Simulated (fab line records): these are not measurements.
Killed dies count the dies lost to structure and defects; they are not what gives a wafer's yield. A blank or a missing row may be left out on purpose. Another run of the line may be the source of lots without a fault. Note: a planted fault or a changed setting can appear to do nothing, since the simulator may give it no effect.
Which of the tools did it? ; flow nand_harc ; 72 wafers from 24 lots sampled at 6 of the route's 1159 steps

WHAT EACH GAUGE READ, for each wafer
NHARC_P_M2_OVL_MEAS_10: pitch 340 nm.
lot;measured;on;overlay_x_nm (nm);overlay_y_nm (nm)
L074;day 5 22:38;overlay-02;-0.8 -0.9 -0.7;0.3 0.0 0.5
L076;day 6 20:59;overlay-01;0.5 0.1 0.5;0.2 0.0 0.1
L075;day 6 21:52;overlay-01;2.5 2.1 2.0;0.2 0.9 1.1
L078;day 6 23:24;overlay-01;-0.7 -1.2 -0.9;-0.2 -1.4 -0.9
L077;day 7 03:17;overlay-02;-0.4 0.5 -0.3;1.1 0.8 0.7
L079;day 7 11:19;overlay-02;-0.8 -0.5 -0.2;0.0 -0.3 -0.1
L080;day 7 18:03;overlay-02;0.1 0.4 0.0;0.2 0.5 0.4
L081;day 8 00:31;overlay-02;-1.2 -0.8 -0.7;0.9 0.9 0.5
L082;day 8 03:41;overlay-01;0.1 0.5 0.2;0.2 0.2 -0.2
L083;day 8 05:17;overlay-01;-0.3 0.1 -0.5;-0.2 -0.3 -0.4
L084;day 8 08:47;overlay-01;-1.2 -0.5 -0.6;-0.7 -0.2 -0.2
L088;day 9 10:04;overlay-02;1.0 1.2 1.2;-0.4 -0.1 -0.5
L085;day 9 10:46;overlay-02;-0.2 0.0 -0.3;2.5 2.1 2.4
L086;day 9 11:19;overlay-01;0.1 -0.6 -0.4;-0.3 -0.2 -1.0
L087;day 9 13:05;overlay-02;-0.7 -0.8 -0.8;0.3 -0.1 0.1
L089;day 10 04:44;overlay-02;0.1 0.2 0.0;0.6 -0.4 -0.3
L090;day 10 05:29;overlay-01;-1.0 -0.8 -0.5;0.0 -0.3 -0.4
L091;day 10 08:41;overlay-01;-1.0 -0.6 -0.5;1.5 1.5 1.1
L093;day 10 19:47;overlay-02;1.0 0.0 0.4;-0.6 -0.8 -1.4
L092;day 10 20:28;overlay-01;0.1 0.0 0.2;-0.6 0.0 -0.5
L095;day 11 07:25;overlay-02;-0.6 -0.1 -0.4;-0.9 -0.4 -0.6
L094;day 11 08:34;overlay-01;0.1 1.0 0.6;-0.7 -0.5 -0.6
L096;day 12 01:32;overlay-01;1.2 0.8 1.0;1.1 0.5 0.6
L097;day 12 02:14;overlay-02;0.8 0.8 1.0;0.5 0.8 1.2

EACH LOT AND THE TOOL THAT RAN IT (in order: tool; ch and the chambers of the sampled wafers; start)
lot;NHARC_P_GATE_STRIP_101;NHARC_P_GATE_STRIP_111;NHARC_P_GATE_DESCUM_93;NHARC_P_GATE_RTA_64;NHARC_P_M1_DEP_33
L074;rie_diel-04 ch 0,3, day 4 22:49;plasma_asher-02 ch 0,1, day 5 00:16;rie_diel-04 ch 0,1,2, day 5 03:25;rtp_anneal-02 ch 0, day 5 05:01;pecvd-02 ch 0,1, day 5 21:21
L076;rie_diel-05 ch 0,1,2, day 5 16:49;plasma_asher-02 ch 0,1, day 5 18:21;rie_diel-07 ch 0,2,3, day 5 21:14;rtp_anneal-02 ch 0, day 5 22:58;pecvd-03 ch 0,1,2, day 6 19:54
L075;rie_diel-05 ch 1,2,3, day 5 17:03;plasma_asher-02 ch 0,1, day 5 19:05;rie_diel-05 ch 1,2,3, day 5 22:13;rtp_anneal-02 ch 0, day 5 23:52;pecvd-03 ch 0,1, day 6 20:37
L078;rie_diel-07 ch 0,1, day 5 20:44;plasma_asher-02 ch 0,1, day 5 22:25;rie_diel-04 ch 2,3, day 6 01:28;rtp_anneal-01 ch 0, day 6 03:09;pecvd-02 ch 0,2, day 6 22:13
L077;rie_diel-04 ch 0,3, day 6 01:24;plasma_asher-02 ch 0,1, day 6 02:59;rie_diel-04 ch 0,1,2, day 6 06:02;rtp_anneal-02 ch 0, day 6 07:43;pecvd-01 ch 0,1, day 7 02:02
L079;rie_diel-07 ch 0,3, day 6 09:14;plasma_asher-01 ch 0,1, day 6 10:33;rie_diel-04 ch 1,2,3, day 6 13:43;rtp_anneal-01 ch 0, day 6 15:29;pecvd-01 ch 0,2, day 7 10:05
L080;rie_diel-04 ch 0,3, day 6 17:17;plasma_asher-01 ch 1, day 6 18:57;rie_diel-05 ch 1,2,3, day 6 21:56;rtp_anneal-02 ch 0, day 6 23:35;pecvd-01 ch 0,2, day 7 16:38
L081;rie_diel-07 ch 1,2, day 7 00:14;plasma_asher-01 ch 0,1, day 7 01:38;rie_diel-07 ch 0,2, day 7 04:41;rtp_anneal-01 ch 0, day 7 06:20;pecvd-02 ch 0,1, day 7 23:13
L082;rie_diel-04 ch 0,1,3, day 7 05:56;plasma_asher-01 ch 0,1, day 7 07:25;rie_diel-05 ch 0,1,2, day 7 10:22;rtp_anneal-02 ch 0, day 7 11:59;pecvd-03 ch 0,2, day 8 02:17
L083;rie_diel-04 ch 1,3, day 7 06:20;plasma_asher-02 ch 0,1, day 7 07:43;rie_diel-04 ch 0,1,2, day 7 11:02;rtp_anneal-02 ch 0, day 7 12:42;pecvd-01 ch 1,2, day 8 03:50
L084;rie_diel-07 ch 0,1, day 7 11:13;plasma_asher-02 ch 0,1, day 7 12:33;rie_diel-04 ch 1,2,3, day 7 15:40;rtp_anneal-01 ch 0, day 7 17:21;pecvd-02 ch 0,1,2, day 8 07:34
L088;rie_diel-07 ch 0,2,3, day 8 07:48;plasma_asher-02 ch 0, day 8 09:19;rie_diel-07 ch 0,2,3, day 8 12:22;rtp_anneal-01 ch 0, day 8 14:02;pecvd-01 ch 0,1, day 9 08:46
L085;rie_diel-04 ch 0,1,3, day 8 08:02;plasma_asher-01 ch 0,1, day 8 09:33;rie_diel-04 ch 0,1,3, day 8 12:41;rtp_anneal-02 ch 0, day 8 14:37;pecvd-03 ch 0,1,2, day 9 09:25
L086;rie_diel-07 ch 1,2, day 8 08:22;plasma_asher-01 ch 0,1, day 8 09:55;rie_diel-04 ch 0,1,3, day 8 13:01;rtp_anneal-01 ch 0, day 8 14:56;pecvd-02 ch 0,1, day 9 10:08
L087;rie_diel-07 ch 0,2,3, day 8 14:11;plasma_asher-01 ch 0,1, day 8 15:39;rie_diel-05 ch 0,1,2, day 8 19:00;rtp_anneal-02 ch 0, day 8 20:40;pecvd-02 ch 0,1, day 9 11:43
L089;rie_diel-05 ch 0,1, day 9 02:53;plasma_asher-02 ch 0,1, day 9 04:31;rie_diel-04 ch 0,3, day 9 07:37;rtp_anneal-01 ch 0, day 9 09:15;pecvd-01 ch 0,1,2, day 10 03:34
L090;rie_diel-04 ch 0,1,3, day 9 03:40;plasma_asher-02 ch 0,1, day 9 04:59;rie_diel-05 ch 0,1,3, day 9 08:06;rtp_anneal-01 ch 0, day 9 09:44;pecvd-02 ch 0,1,2, day 10 04:19
L091;rie_diel-05 ch 2,3, day 9 08:14;plasma_asher-01 ch 0,1, day 9 09:50;rie_diel-04 ch 0,3, day 9 12:45;rtp_anneal-02 ch 0, day 9 14:30;pecvd-02 ch 0,1,2, day 10 07:28
L093;rie_diel-07 ch 0,1,2, day 9 21:31;plasma_asher-02 ch 0,1, day 9 23:02;rie_diel-04 ch 0,1,2, day 10 02:18;rtp_anneal-02 ch 0, day 10 03:58;pecvd-03 ch 1,2, day 10 18:35
L092;rie_diel-04 ch 2,3, day 9 21:37;plasma_asher-02 ch 0,1, day 9 23:27;rie_diel-05 ch 0,2,3, day 10 03:09;rtp_anneal-02 ch 0, day 10 04:50;pecvd-03 ch 0,1, day 10 19:11
L095;rie_diel-04 ch 1,2, day 10 06:37;plasma_asher-01 ch 0,1, day 10 07:59;rie_diel-07 ch 1,2,3, day 10 11:02;rtp_anneal-02 ch 0, day 10 12:45;pecvd-03 ch 0,1,2, day 11 06:16
L094;rie_diel-07 ch 0,1,3, day 10 06:43;plasma_asher-02 ch 0,1, day 10 08:11;rie_diel-04 ch 1,2,3, day 10 11:19;rtp_anneal-01 ch 0, day 10 13:18;pecvd-02 ch 0,2, day 11 07:15
L096;rie_diel-05 ch 1,2,3, day 10 22:16;plasma_asher-02 ch 0,1, day 10 23:43;rie_diel-07 ch 0,1,3, day 11 02:52;rtp_anneal-01 ch 0, day 11 04:35;pecvd-03 ch 0,2, day 12 00:13
L097;rie_diel-05 ch 0,1, day 10 22:54;plasma_asher-01 ch 0,1, day 11 00:27;rie_diel-07 ch 0,1, day 11 03:19;rtp_anneal-01 ch 0, day 11 05:09;pecvd-02 ch 0,1,2, day 12 01:02
- NHARC_P_GATE_STRIP_101: strips in O2, time 20 s.
- NHARC_P_GATE_STRIP_111: strips in N2/H2, time 250 s.
- NHARC_P_GATE_DESCUM_93: chemistry O2, time 3 s.
- NHARC_P_GATE_RTA_64: time 1 s.
- NHARC_P_M1_DEP_33: deposits SiCN, target thk 30 nm.

WHAT THE TOOLS THEMSELVES READ (means of the sampled wafers that have a number; where no wafer has one, the mark that the record gives instead)
NHARC_P_GATE_STRIP_101.
lot;tool;drypump_motor_current_A (A);oes_product_au (a.u.);rf_vpp_V (V);showerhead_plenum_p_Torr (Torr);throttle_valve_pct (%)
L074;rie_diel-04;5.8;0.987;59.4;3.58;17.032
L076;rie_diel-05;6.0;1.005;56.1;3.48;17.032
L075;rie_diel-05;6.0;1.005;57.8;3.47;17.043
L078;rie_diel-07;5.0;0.998;58.1;3.51;17.041
L077;rie_diel-04;5.8;1.004;57.4;3.58;17.031
L079;rie_diel-07;5.1;1.009;57.9;3.38;17.036
L080;rie_diel-04;5.6;1.008;58.9;3.65;17.041
L081;rie_diel-07;6.0;1.016;57.9;3.55;17.045
L082;rie_diel-04;5.5;1.014;58.0;3.59;17.031
L083;rie_diel-04;5.3;1.006;58.2;3.66;17.043
L084;rie_diel-07;5.0;0.996;57.7;3.51;17.033
L088;rie_diel-07;5.6;1.017;57.9;3.45;17.033
L085;rie_diel-04;5.5;1.007;57.4;3.58;17.042
L086;rie_diel-07;6.0;1.006;57.4;3.54;17.044
L087;rie_diel-07;5.6;1.013;57.5;3.45;17.037
L089;rie_diel-05;5.6;0.997;57.8;3.71;17.048
L090;rie_diel-04;5.5;1.007;57.5;3.58;17.038
L091;rie_diel-05;6.3;1.004;58.0;3.52;17.038
L093;rie_diel-07;5.5;1.013;57.2;3.46;17.046
L092;rie_diel-04;5.7;1.007;57.8;3.66;17.043
L095;rie_diel-04;5.6;1.006;58.0;3.59;17.048
L094;rie_diel-07;5.0;1.012;57.5;3.48;17.040
L096;rie_diel-05;6.0;0.992;57.9;3.62;17.044
L097;rie_diel-05;5.9;1.006;58.1;3.59;17.047

NHARC_P_GATE_STRIP_111.
lot;tool;drypump_motor_current_A (A);heater_power_w (W);temp_c (C)
L074;plasma_asher-02;5.77;82;109.88
L076;plasma_asher-02;5.77;80;110.23
L075;plasma_asher-02;5.77;81;110.00
L078;plasma_asher-02;5.87;80;109.98
L077;plasma_asher-02;5.85;81;109.95
L079;plasma_asher-01;5.35;83;109.93
L080;plasma_asher-01;5.70;85;109.88
L081;plasma_asher-01;5.52;84;109.89
L082;plasma_asher-01;5.35;84;110.14
L083;plasma_asher-02;5.87;80;110.01
L084;plasma_asher-02;5.76;81;109.99
L088;plasma_asher-02;5.95;79;109.89
L085;plasma_asher-01;5.36;83;109.94
L086;plasma_asher-01;5.51;85;109.89
L087;plasma_asher-01;5.35;83;109.94
L089;plasma_asher-02;5.77;81;110.09
L090;plasma_asher-02;5.88;78;109.87
L091;plasma_asher-01;5.33;82;110.15
L093;plasma_asher-02;5.77;80;110.02
L092;plasma_asher-02;5.87;78;109.94
L095;plasma_asher-01;5.54;84;110.08
L094;plasma_asher-02;5.87;78;110.14
L096;plasma_asher-02;5.77;80;110.03
L097;plasma_asher-01;5.35;83;109.92

NHARC_P_GATE_DESCUM_93.
lot;tool;drypump_motor_current_A (A);oes_product_au (a.u.);rf_vpp_V (V);showerhead_plenum_p_Torr (Torr);throttle_valve_pct (%)
L074;rie_diel-04;5.6;0.998;57.6;1.93;11.311
L076;rie_diel-07;5.6;1.008;56.9;1.87;11.308
L075;rie_diel-05;5.9;1.016;57.0;1.88;11.320
L078;rie_diel-04;5.5;1.008;58.2;2.01;11.303
L077;rie_diel-04;5.6;1.010;57.8;1.93;11.309
L079;rie_diel-04;5.4;0.998;58.6;1.97;11.320
L080;rie_diel-05;5.9;1.007;58.0;1.88;11.320
L081;rie_diel-07;5.6;1.025;58.1;1.81;11.307
L082;rie_diel-05;5.9;1.005;58.0;1.88;11.300
L083;rie_diel-04;5.6;1.016;58.8;1.93;11.312
L084;rie_diel-04;5.4;0.993;58.3;1.97;11.313
L088;rie_diel-07;5.6;1.008;57.6;1.87;11.312
L085;rie_diel-04;5.5;1.005;58.2;1.94;11.306
L086;rie_diel-04;5.5;1.000;57.5;1.94;11.312
L087;rie_diel-05;5.9;1.003;57.9;1.98;11.315
L089;rie_diel-04;5.6;1.006;58.2;1.98;11.306
L090;rie_diel-05;5.9;1.005;58.2;1.95;11.315
L091;rie_diel-04;5.7;1.015;58.2;1.94;11.311
L093;rie_diel-04;5.5;1.015;57.5;1.93;11.307
L092;rie_diel-05;6.3;1.001;57.2;1.91;11.307
L095;rie_diel-07;5.5;1.014;57.9;1.93;11.319
L094;rie_diel-04;5.4;1.009;58.6;1.97;11.309
L096;rie_diel-07;5.0;0.994;58.3;1.99;11.305
L097;rie_diel-07;5.0;0.990;58.0;2.04;11.312

NHARC_P_GATE_RTA_64.
lot;tool;lamp_power_pct (%);lamp_zone_2_pct (%);wafer_temp_C_max
L074;rtp_anneal-02;35.4;35.4;1054.2
L076;rtp_anneal-02;35.4;35.4;1053.4
L075;rtp_anneal-02;35.4;35.4;1052.4
L078;rtp_anneal-01;32.9;32.9;1054.9
L077;rtp_anneal-02;35.4;35.4;1053.1
L079;rtp_anneal-01;32.9;32.8;1054.1
L080;rtp_anneal-02;35.4;35.4;1052.6
L081;rtp_anneal-01;32.9;32.8;1056.0
L082;rtp_anneal-02;35.4;35.5;1052.3
L083;rtp_anneal-02;35.4;35.4;1052.7
L084;rtp_anneal-01;32.9;32.9;1055.6
L088;rtp_anneal-01;32.9;32.9;1054.8
L085;rtp_anneal-02;35.4;35.4;1053.4
L086;rtp_anneal-01;32.9;32.9;1055.8
L087;rtp_anneal-02;35.5;35.4;1053.2
L089;rtp_anneal-01;32.9;32.9;1055.1
L090;rtp_anneal-01;32.9;32.9;1054.7
L091;rtp_anneal-02;35.4;35.5;1052.4
L093;rtp_anneal-02;35.4;35.5;1052.4
L092;rtp_anneal-02;35.4;35.4;1052.8
L095;rtp_anneal-02;35.4;35.4;1052.0
L094;rtp_anneal-01;32.9;32.9;1055.3
L096;rtp_anneal-01;32.9;32.9;1055.1
L097;rtp_anneal-01;32.8;32.8;1055.9

NHARC_P_M1_DEP_33.
lot;tool;chamber_pressure_Torr (Torr);heater_power_w (W)
L074;pecvd-02;3.004;700
L076;pecvd-03;3.005;592
L075;pecvd-03;3.001;613
L078;pecvd-02;2.995;548
L077;pecvd-01;3.002;549
L079;pecvd-01;2.996;557
L080;pecvd-01;2.997;524
L081;pecvd-02;2.998;654
L082;pecvd-03;3.006;580
L083;pecvd-01;3.002;558
L084;pecvd-02;3.000;589
L088;pecvd-01;2.995;556
L085;pecvd-03;3.000;526
L086;pecvd-02;3.007;587
L087;pecvd-02;2.999;681
L089;pecvd-01;3.002;535
L090;pecvd-02;2.993;626
L091;pecvd-02;3.008;589
L093;pecvd-03;3.001;620
L092;pecvd-03;2.997;573
L095;pecvd-03;3.003;588
L094;pecvd-02;2.999;586
L096;pecvd-03;2.992;533
L097;pecvd-02;2.999;604

THE ANSWER, worked out from the rows above alone
Rule: usual is defined by the lots themselves. The widest of any qualifying gaps counts: lots, ordered by their means at a reading, are off when they make up no more than a third of the lots, leave a main group of 4 or more, and stand apart from it by 3 or more times the standard deviation of that group's means. A main group is skipped when, at the precision printed for the reading in the tables above, its means are all equal. Also off: a lot with no number at a reading for which 4 or more lots have one. Where the step has rows for the other lots, those lots are counted as sound. After the gauges, taken in route order, come the tools' own readings; for these a lot's mean is taken, as printed above. The first step at which some lot is off is used, and at that step the reading that is off furthest; a lot without a number counts as furthest.
Nothing can be told from this: no lot is off at any reading shown.

WHAT HAD BEEN PUT IN BY THE SIMULATOR
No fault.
